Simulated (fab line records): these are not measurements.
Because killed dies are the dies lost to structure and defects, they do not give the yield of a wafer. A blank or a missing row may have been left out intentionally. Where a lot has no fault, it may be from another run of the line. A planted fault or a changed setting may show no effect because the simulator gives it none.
Split-lot trial ; flow n5 finfet ; route with 1938 steps; 7 lots, 39 wafers read

== ABOUT THE SPLIT ==
At N5_BEOL_M8_DEVELOP_10 (develop time 30 s), the setting develop time s was moved away from the recipe's 30 s on 6 of the 39 wafers read, by -59.9% to -48.0%. All remaining wafers had this setting at the recipe value.

== FROM THE SPLIT TO THE READING: what the file shows between them, 13 steps ==
- N5_BEOL_M8_CD_MEAS_11: target cd 38.5 nm
- N5_BEOL_M8_DESCUM_16: chemistry O2, time 7.9 s
- N5_BEOL_M8_ETCH_61: etches SiARC in CF4, target depth 45.5 nm, time 75.8 s
- N5_BEOL_M8_ETCH_62: etches SOC in N2/H2, target depth 110 nm, overetch 22 nm, time 165 s
- N5_BEOL_M8_STRIP_68: strips in N2/H2
- N5_BEOL_M8_STRIP_67: strips in CF4
- N5_BEOL_M8_HM_OPEN_17: chemistry Cl2/BCl3, target TiN, target depth 20 nm, overetch 6 nm
- N5_BEOL_M8_STRIP_19: strips in O2
- N5_BEOL_M8_CD_MEAS_18: pitch 80 nm, target cd 40 nm
- N5_BEOL_M8_COAT_63: time 60 s, resist thk 60 nm
- N5_BEOL_M8_COAT_64: time 60 s, resist thk 12 nm
- N5_BEOL_M8_PRECLEAN_42: cleans in residue remover, time 60 s
- N5_BEOL_M8_SRD_43: time 30 s

== THE READING ==
cd nm, in nm, at N5_BEOL_M8_CD_MEAS_35 (target cd 40 nm). Typical for fault-free wafers on this fab line: 40.3 nm, with standard deviation 0.61 nm.

wafer;tool, chamber at the split;develop time s as run, s;against the recipe;cd nm, nm;against lot-mates on the recipe
L079.1;litho track-03, 0;30;recipe;40.7;-
L079.2;litho track-03, 0;12.04;-59.9%;36.5;-4.3
L079.3;litho track-03, 0;12.04;-59.9%;37.1;-3.7
L079.4;litho track-03, 0;30;recipe;40.5;-
L079.5;litho track-03, 0;12.04;-59.9%;36.9;-3.9
L079.6;litho track-03, 0;30;recipe;41.2;-
L084.1;litho track-04, 0;30;recipe;41.5;-
L084.2;litho track-04, 0;30;recipe;40.9;-
L084.3;litho track-04, 0;30;recipe;41.1;-
L084.4;litho track-04, 0;30;recipe;41.3;-
L084.5;litho track-04, 0;30;recipe;40.7;-
L084.6;litho track-04, 0;30;recipe;40.9;-
L091.1;litho track-01, 0;30;recipe;40.2;-
L091.2;litho track-01, 0;30;recipe;39.4;-
L091.3;litho track-01, 0;30;recipe;39.4;-
L091.4;litho track-01, 0;30;recipe;39.7;-
L091.5;litho track-01, 0;30;recipe;40.0;-
L091.6;litho track-01, 0;30;recipe;39.5;-
L090.1;litho track-04, 0;15.6;-48.0%;38.0;-2.2
L090.2;litho track-04, 0;15.6;-48.0%;38.2;-2.0
L090.3;litho track-04, 0;30;recipe;40.5;-
L090.4;litho track-04, 0;30;recipe;39.5;-
L090.5;litho track-04, 0;30;recipe;40.6;-
L090.6;litho track-04, 0;15.6;-48.0%;38.1;-2.1
L093.1;litho track-01, 0;30;recipe;41.0;-
L093.2;litho track-01, 0;30;recipe;40.8;-
L093.3;litho track-01, 0;30;recipe;40.2;-
L093.4;litho track-01, 0;30;recipe;41.3;-
L093.5;litho track-01, 0;30;recipe;41.7;-
L093.6;litho track-01, 0;30;recipe;41.1;-
L094.1;litho track-04, 0;30;recipe;39.7;-
L094.2;litho track-04, 0;30;recipe;39.9;-
L094.3;litho track-04, 0;30;recipe;40.6;-
L094.4;litho track-04, 0;30;recipe;40.3;-
L094.5;litho track-04, 0;30;recipe;40.0;-
L094.6;litho track-04, 0;30;recipe;40.5;-
L092.1;litho track-01, 0;30;recipe;39.1;-
L092.3;litho track-01, 0;30;recipe;40.3;-
L092.4;litho track-01, 0;30;recipe;40.3;-

FIT RESULTS
A straight line over all 39 wafers: cd nm changes by +0.0558 nm for each +1% of develop time s; r = +0.87; the points scatter about the line by 0.64 nm.
The same after taking each lot's own level away (the mean of its wafers on the recipe; 39 wafers): +0.0577 nm for each +1%; r = +0.93; scatter 0.44 nm.
On that fit, the largest move of develop time s shifts the reading by 3.5 nm.
The span of the lots' own levels, 39.70 to 41.07 nm, comes to 2.2 times the standard deviation stated above.
Consequently the slope shifts little with the lot-to-lot level, the two slopes agreeing.
Check: -3.22 nm against its lot-mates is what the line predicts for one of the wafers moved furthest among these (-59.9%) when that wafer is left out of the fit. Against them it came out at -4.3 nm.

== THE WHOLE CHAIN: every reading that the file lists as answering this split, in the file's order ==
step;what it does;reading;change (the file's fit);r (the file's)
N5_BEOL_M8_CD_MEAS_11;target cd 38.5 nm;cd nm;+0.0531 nm for each +1% of the setting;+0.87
N5_BEOL_M8_ETCH_61;etches SiARC in CF4, target depth 45.5 nm, time 75.8 s;BEOL_M8.cd offset nm (the simulator's own value, which no gauge read);+0.0578 nm for each +1% of the setting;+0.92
N5_BEOL_M8_ETCH_62;etches SOC in N2/H2, target depth 110 nm, overetch 22 nm, time 165 s;BEOL_M8.cd offset nm (the simulator's own value, which no gauge read);+0.0594 nm for each +1% of the setting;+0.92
N5_BEOL_M8_CD_MEAS_18;pitch 80 nm, target cd 40 nm;cd nm;+0.0567 nm for each +1% of the setting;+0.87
N5_BEOL_M8_CD_MEAS_35;target cd 40 nm;cd nm;+0.0576 nm for each +1% of the setting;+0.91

== THE FILE'S OWN FIT ==
cd nm changes by +0.0576 nm for each +1% of develop time s, r = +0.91.
